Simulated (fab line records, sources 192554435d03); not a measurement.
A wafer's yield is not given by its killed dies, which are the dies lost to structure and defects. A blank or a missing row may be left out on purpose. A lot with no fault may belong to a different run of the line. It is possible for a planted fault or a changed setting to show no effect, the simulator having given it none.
A lot that was struck, set against a sound lot | flow n5-finfet | 15 out of 1938 route steps
Sound: these wafers, L492.1, L492.3, L492.6. Struck: wafers L499.2, L499.6 (left out: L499.3, a lot-mate that was not struck); the cause follows at the end.
At each step with rows: each side's tool, then ch and its chambers, then its first start. Under that, the readings that differ: sound wafers | struck wafers | difference of the means | sigmas: that difference in standard deviations of wafers without a fault.
alike: words and numbers the same on both sides, and readings whose means are apart by under 2 such deviations; not compared: readings that were withheld, readings missing a value for some wafer, numbers with overlapping values and no deviation given by the record, and bounds like >300 which may hide the same value.
Wherever a step has rows on one side only, a row that says differs or no value, or a row with sigmas, the two part there. When numbers do not overlap yet have no deviation, they are printed without sigmas and do not part them. Lack of a reading on every wafer of one side parts them only where that side has two or more wafers.

first, 2 steps without rows for these wafers: N5_BEOL_M11_STRIP_73 (strips in C4F6/O2); N5_BEOL_M11_STRIP_36 (strips in N2/H2).
N5_BEOL_M11_TRENCH_ETCH_37: etches SiCOH lowk in C4F6/O2, target depth 148.83 nm, time 48 s.
  sound: rie-diel-01 ch 0,2,3; struck: rie-diel-01 ch 1,3
  alike: drypump-motor-current-A, oes-product-au, rf-vpp-V, showerhead-plenum-p-Torr, throttle-valve-pct
  not compared: rf-hours-counter-h
N5_BEOL_M11_ETCH_41: etches SiCN in CH3F/O2, target depth 42.6 nm, time 86 s.
  sound: rie-diel-01 ch 0,2,3; struck: rie-diel-01 ch 1,3
  alike: CH3F_flow_sccm, drypump-motor-current-A, oes-product-au, rf-vpp-V, showerhead-plenum-p-Torr, throttle-valve-pct
  not compared: rf-hours-counter-h
N5_BEOL_M11_STRIP_77: strips in N2/H2, time 10 s.
  sound: rie-diel-01 ch 0,2,3; struck: rie-diel-01 ch 1,3
  alike: drypump-motor-current-A, oes-product-au, rf-vpp-V, showerhead-plenum-p-Torr, throttle-valve-pct
  not compared: rf-hours-counter-h
N5_BEOL_M11_OCD_MEAS_38:
  struck on ocd-01, day 14 13:03; sound on ocd-01, day 11 20:25
  alike: trench-depth-nm
then, 4 steps without rows for these wafers: N5_BEOL_M11_HM_STRIP_39 (strips TiN in peroxide tin strip, target depth 25 nm, time 158 s); N5_BEOL_M11_SRD_40 (time 30 s); N5_BEOL_M11_PRECLEAN_42 (cleans in residue remover, time 60 s); N5_BEOL_M11_SRD_43 (time 30 s).
N5_BEOL_M11_CD_MEAS_35: target cd 70 nm.
  struck on cd-sem-02, day 14 13:13; sound on cd-sem-03, day 11 20:34
  alike: cd-nm
N5_BEOL_M11_CURE_72: cures SiCOH lowk, time 120 s.
  sound on uv-cure-01 ch 0, day 11 20:37; struck on uv-cure-03 ch 0, day 14 13:21
  alike: lamp-power-pct, wafer_temp_C_max
N5_BEOL_M11_DEGAS_44: time 60 s.
  struck on pvd-sputter-01, day 14 13:52; sound on pvd-sputter-03, day 11 21:29
  reading              | sound                | struck        | difference | sigmas
  susceptor-temp-C (C) | 250.26 249.76 250.44 | 244.75 244.85 | -5.35      | -27
  alike: heater-power-w
N5_BEOL_M11_PRE_CLEAN_45: time 30 s.
  struck on pvd-sputter-01, day 14 13:55; sound on pvd-sputter-03, day 11 21:31
  reading            | sound       | struck  | difference | sigmas
  heater-power-w (W) | 341 276 277 | 388 380 | +86        | +2
-- a jump in the record: the struck wafers' starts before and after are 2 days apart (it breaks off in module BEOL_M11 and resumes in module PASSIVATION, where the first step shown is number 1936 of the route) --
N5_PASSIVATION_PROBE_49:
  struck on prober-02, day 16 14:10; sound on prober-01, day 13 17:48
  reading            | sound    | struck | difference | sigmas
  killed_at_M0_to_M3 | 18 26 24 | 50 44  | +24        | +2
  alike: defect-limited-yield, killed_at_M4_up, killed-at-contacts, killed-at-front-end, killed-at-other, killed-dies, killed-on-rim, killed-open, killed-short, sort_bin_5_function, sort_bin_6_memory, sort-n-pass, sort-yield-pct

## WHERE THEY PART
Earliest at N5_BEOL_M11_DEGAS_44; latest, in this record, at N5_PASSIVATION_PROBE_49.

WHY: whatever the simulator had introduced
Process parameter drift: pvd-sputter-01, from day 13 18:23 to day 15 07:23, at N5_BEOL_M11_DEGAS_44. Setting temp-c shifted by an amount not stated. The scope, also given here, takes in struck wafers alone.
